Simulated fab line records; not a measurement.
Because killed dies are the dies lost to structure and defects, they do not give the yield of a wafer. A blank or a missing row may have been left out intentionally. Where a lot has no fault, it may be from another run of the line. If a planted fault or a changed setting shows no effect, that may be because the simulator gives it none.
fab line records -- flow nandHarc -- part 2 of 2: steps 24 to 38 of 38
record lots=5, wafers=15, lastDay=33
route steps=1302 shown A_M1@1178 A_BONDPAD@1202
lots that met no fault: from a run of the same line without faults
startH: the number of hours between the record's first day and the start of the first shown wafer of the lot -- waitH: hours elapsed since this lot's preceding step -- " identical to the entry in the row above -- L1.1+2: a row that stands for several wafers -- - either no value or no given start -- * or withheld: withheld -- < > ~ a bound
route shown NAME@n: NAME is a module with steps in the file, n the number in the route of the first one -- usual: average and standard deviation across the fault-free wafers -- same: alike in all rows -- chamber/n: place in a boat -- sites: per-site readings -- _std_site: the standard deviation of these -- _edge_site: outer sites' mean less inner sites' -- radiusMm: how far each site lies from the wafer's centre -- mask NAME#n: copy n -- behind: tool/chamber where the wafer was last shaped -- hold: the reason the lot was held/the length of the hold in hours/how it ended -- device: transistor that didn't switch, given as n, p or np -- end of line: the tests these same wafers got at the end of their route -- a step given without rows: its recipe and nothing more -- killed: at the first sort, the dies lost to defects and structure; wafer yield is something else -- map: dies across one wafer; x = killed, . = not, _ = none there
set.NAME: setting as actually run; set.NAME@STEP: the setting as run at that earlier step -- model.NAME: the simulator's own value behind a step, which no gauge read
lots at some steps of the route; a table a step, a row a wafer
services: a tool's chamber out of use, with start hour (startH, from the record's first day; less than 0 if before it), hours out, and reason
## steps
# step NHARC_A_BONDPAD_DEP_00
# recipe targetThkA=2500, tempC=370, targetThkNm=250, pressureTorr=3, flowSccm=200, rfW=450, material=SiCN
# usual heaterPowerW=570/91
lot.wafer,tool,chamber,startH,waitH,heaterPowerW,sinceWetCleanH
L075.1,pecvd-01,0,545.09,-,428,40
L075.6,pecvd-01,2,545.09,-,605,-
L075.5,pecvd-01,0,545.09,-,435,-
L077.3,pecvd-04,1,-,-,485,116
L077.5,pecvd-04,2,-,-,473,-
L077.4,pecvd-04,1,-,-,482,-
L082.2,pecvd-03,0,607.98,-,599,48
L082.3,pecvd-03,2,607.98,-,537,48
L082.6,pecvd-03,0,607.98,-,616,-
L093.3,pecvd-01,1,726.99,-,636,41
L093.2,pecvd-01,0,726.99,-,472,41
L093.6,pecvd-01,0,726.99,-,464,-
L096.3,pecvd-04,2,753.26,-,567,109
L096.2,pecvd-04,1,753.26,-,462,109
L096.5,pecvd-04,0,753.26,-,722,-
# step NHARC_A_BONDPAD_CMP_29
# recipe targetThkNm=200, material=SiCN
# usual motorCurrentA=12.4/1.4, padLifeWafers=149/95
lot.wafer,tool,chamber,startH,waitH,motorCurrentA,padLifeWafers
L075.1,cmp-03,3,545.48,-,11.5,277
L075.5,cmp-03,2,545.48,-,11.3,-
L075.6,cmp-03,3,545.48,-,11.5,-
L077.4,cmp-04,0,579.83,-,10.9,282
L077.3,cmp-04,3,579.83,-,11.2,285
L077.5,cmp-04,1,579.83,-,16.0,-
L082.2,cmp-04,0,608.41,-,11.3,19
L082.3,cmp-04,2,608.41,-,12.7,21
L082.6,cmp-04,0,608.41,-,10.8,-
L093.2,cmp-04,3,727.42,-,10.9,103
L093.3,cmp-04,0,727.42,-,11.0,104
L093.6,cmp-04,2,727.42,-,13.0,-
L096.3,cmp-02,3,753.71,-,12.3,116
L096.2,cmp-02,0,753.71,-,11.5,117
L096.5,cmp-02,1,753.71,-,13.8,-
# step NHARC_A_BONDPAD_THK_MEAS_30
# recipe thkMeasGauge=ellipsometry
# usual thkNm=199.8/1.4
lot.wafer,tool,chamber,startH,waitH,thkNm
L075.1,filmMetro-02,-,545.71,0.2,199.3
L075.5,filmMetro-02,-,545.71,0.2,198.9
L075.6,filmMetro-02,-,545.71,0.2,200.0
L077.3,filmMetro-01,-,580.09,0.2,200.2
L077.4,filmMetro-01,-,580.09,0.2,198.4
L077.5,filmMetro-01,-,580.09,0.2,201.7
L082.2,filmMetro-01,-,608.64,0.2,199.2
L082.3,filmMetro-01,-,608.64,0.2,200.0
L082.6,filmMetro-01,-,608.64,0.2,197.9
L093.2,filmMetro-02,-,727.64,0.2,199.1
L093.3,filmMetro-02,-,727.64,0.2,196.0
L093.6,filmMetro-02,-,727.64,0.2,197.4
L096.2,filmMetro-02,-,753.91,0.2,198.3
L096.3,filmMetro-02,-,753.91,0.2,200.1
L096.5,filmMetro-02,-,753.91,0.2,199.8
# step NHARC_A_BONDPAD_SRD_31
lot.wafer,tool,chamber,startH,waitH
L075.6+5+1,wetBench-08,"3,5,7",545.76,0.0
L077.3+5+4,wetBench-10,"1,3,6",580.13,0.0
L082.3+6+2,wetBench-10,"6,7,1",608.69,0.0
L093.2+3+6,wetBench-08,"0,2,5",727.68,0.0
L096.2+5+3,wetBench-10,"5,0,1",753.95,0.0
# step NHARC_A_BONDPAD_DEHYDRATE_01
# recipe tempC=150, timeS=120
lot.wafer,tool,chamber,startH,waitH
L075.1+5+6,lithoTrack-05,0,545.84,0.1
L077.3+4+5,lithoTrack-07,0,580.22,0.1
L082.2+3+6,lithoTrack-03,0,608.76,0.1
L093.2+3+6,lithoTrack-03,0,727.77,0.1
L096.2+3+5,lithoTrack-05,0,754.04,0.1
# step NHARC_A_BONDPAD_HMDS_02
# recipe timeS=30
lot.wafer,tool,chamber,startH,waitH
L075.1+5+6,lithoTrack-05,0,-,-
L077.3+4+5,lithoTrack-07,0,-,-
L082.2+3+6,lithoTrack-03,0,-,-
L093.2+3+6,lithoTrack-03,0,-,-
L096.2+3+5,lithoTrack-05,0,-,-
# step NHARC_A_BONDPAD_COAT_33
# recipe tempC=200, timeS=65
lot.wafer,tool,chamber,startH,waitH
L075.1+5+6,lithoTrack-05,0,-,-
L077.3+4+5,lithoTrack-07,0,-,-
L082.2+3+6,lithoTrack-03,0,-,-
L093.2+3+6,lithoTrack-03,0,-,-
L096.2+3+5,lithoTrack-05,0,-,-
# step NHARC_A_BONDPAD_COAT_03
# recipe spinRpm=2000, resistThkNm=600
lot.wafer,tool,chamber,startH,waitH
L075.1+5+6,lithoTrack-05,0,-,-
L077.3+4+5,lithoTrack-07,0,-,-
L082.2+3+6,lithoTrack-03,0,-,-
L093.2+3+6,lithoTrack-03,0,-,-
L096.2+3+5,lithoTrack-05,0,-,-
# step NHARC_A_BONDPAD_SOFTBAKE_04
# recipe tempC=125, timeS=70
lot.wafer,tool,chamber,startH,waitH
L075.1+5+6,lithoTrack-05,0,-,-
L077.3+4+5,lithoTrack-07,0,-,-
L082.2+3+6,lithoTrack-03,0,-,-
L093.2+3+6,lithoTrack-03,0,-,-
L096.2+3+5,lithoTrack-05,0,-,-
# step NHARC_A_BONDPAD_EBR_05
lot.wafer,tool,chamber,startH,waitH
L075.1+5+6,lithoTrack-05,0,-,-
L077.3+4+5,lithoTrack-07,0,-,-
L082.2+3+6,lithoTrack-03,0,-,-
L093.2+3+6,lithoTrack-03,0,-,-
L096.2+3+5,lithoTrack-05,0,-,-
# step NHARC_A_BONDPAD_EXPOSE_06
# recipe na=0.55, doseMj=36.99, maskId=A_BPAD
# usual focusOffsetNm=0.1/0.45
lot.wafer,tool,chamber,startH,waitH,mask,focusOffsetNm
L075.1,krfScanner-02,0,546.13,-,A_BPAD#0,0.0
L075.5,krfScanner-02,0,546.13,-,A_BPAD#0,-0.5
L075.6,krfScanner-02,0,546.13,-,A_BPAD#0,-0.3
L077.3,krfScanner-01,0,580.52,-,A_BPAD#0,-0.1
L077.4,krfScanner-01,0,580.52,-,A_BPAD#0,0.0
L077.5,krfScanner-01,0,580.52,-,A_BPAD#0,0.0
L082.2,krfScanner-01,0,609.06,-,A_BPAD#0,0.1
L082.3,krfScanner-01,0,609.06,-,A_BPAD#0,-0.3
L082.6,krfScanner-01,0,609.06,-,A_BPAD#0,0.7
L093.2,krfScanner-01,0,727.94,-,A_BPAD#0,0.3
L093.3,krfScanner-01,0,727.94,-,A_BPAD#0,0.2
L093.6,krfScanner-01,0,727.94,-,A_BPAD#0,-0.4
L096.2,krfScanner-03,0,754.21,-,A_BPAD#0,0.3
L096.3,krfScanner-03,0,754.21,-,A_BPAD#0,-0.4
L096.5,krfScanner-03,0,754.21,-,A_BPAD#0,0.1
# step NHARC_A_BONDPAD_PEB_07
# recipe pebTempC=128, pebTimeS=80
lot.wafer,tool,chamber,startH,waitH
L075.1+5+6,lithoTrack-07,0,546.20,0.1
L077.3+4+5,lithoTrack-05,0,580.57,0.1
L082.2+3+6,lithoTrack-03,0,609.12,0.1
L093.2+3+6,lithoTrack-05,0,728.00,0.1
L096.2+3+5,lithoTrack-03,0,754.27,0.1
# step NHARC_A_BONDPAD_DEVELOP_08
# recipe timeS=50, devTempC=22
lot.wafer,tool,chamber,startH,waitH
L075.1+5+6,lithoTrack-07,0,-,-
L077.3+4+5,lithoTrack-05,0,-,-
L082.2+3+6,lithoTrack-03,0,-,-
L093.2+3+6,lithoTrack-05,0,-,-
L096.2+3+5,lithoTrack-03,0,-,-
# step NHARC_A_BONDPAD_CD_MEAS_09
# recipe targetCdNm=500, landingEnergyEv=500
# usual cdNm=501.3/2.9
lot.wafer,tool,chamber,startH,waitH,cdNm
L075.1,cdSem-01,0,546.29,-,504.4
L075.5,cdSem-01,0,546.29,-,505.1
L075.6,cdSem-01,0,546.29,-,505.5
L077.3,cdSem-03,0,580.66,-,504.3
L077.4,cdSem-03,0,580.66,-,501.1
L077.5,cdSem-03,0,580.66,-,505.4
L082.2,cdSem-01,0,609.21,-,497.1
L082.3,cdSem-01,0,609.21,-,497.7
L082.6,cdSem-01,0,609.21,-,499.1
L093.2,cdSem-02,0,728.08,-,499.9
L093.3,cdSem-02,0,728.08,-,499.1
L093.6,cdSem-02,0,728.08,-,503.8
L096.2,cdSem-01,0,754.36,-,497.8
L096.3,cdSem-01,0,754.36,-,498.3
L096.5,cdSem-01,0,754.36,-,499.6
# step NHARC_A_BONDPAD_OVL_MEAS_35
# usual overlayXNm=-1/6, overlayYNm=-2/3.7
lot.wafer,tool,chamber,startH,waitH,overlayXNm,overlayYNm
L075.1,overlay-01,-,546.37,-,-14,-2
L075.5,overlay-01,-,546.37,-,-14,-2
L075.6,overlay-01,-,546.37,-,-14,-2
L077.3,overlay-02,-,580.74,-,1,-4
L077.4,overlay-02,-,580.74,-,1,-4
L077.5,overlay-02,-,580.74,-,1,-4
L082.2,overlay-01,-,609.29,-,2,-5
L082.3,overlay-01,-,609.29,-,2,-6
L082.6,overlay-01,-,609.29,-,2,-6
L093.2,overlay-01,-,728.17,-,-8,0
L093.3,overlay-01,-,728.17,-,-8,-1
L093.6,overlay-01,-,728.17,-,-8,0
L096.2,overlay-02,-,754.44,-,0,1
L096.3,overlay-02,-,754.44,-,0,1
L096.5,overlay-02,-,754.44,-,1,1
## services
tool,chamber,startH,hours,kind
pecvd-04,-,521.73,0.7,repair
pecvd-04,0,530.07,4.7,repair
pecvd-04,1,543.51,4.8,repair
cmp-03,-,557.19,4.0,pm
rieDiel-01,-,557.80,9.0,pm
rieDiel-05,1,562.57,6.9,repair
pecvd-04,2,583.16,2.0,repair
rieDiel-05,-,583.60,9.0,pm
lithoTrack-07,-,601.00,7.0,pm
pvdSputter-01,-,621.43,1.5,repair
lithoTrack-03,-,625.00,7.0,pm
pecvd-04,-,631.27,13.0,pm
pvdSputter-02,-,638.00,10.0,pm
wetBench-08,-,646.40,8.0,pm
lithoTrack-05,-,649.00,7.0,pm
cmp-03,-,655.19,4.0,pm
wetBench-10,-,663.20,8.0,pm
rieDiel-01,-,681.01,3.2,repair
pvdSputter-02,-,683.12,1.9,repair
rieDiel-01,0,692.81,4.3,repair
rieDiel-01,-,703.85,2.2,repair
rieDiel-05,-,712.86,0.4,repair
rieDiel-01,-,734.80,9.0,pm
rieDiel-01,2,746.95,4.4,repair
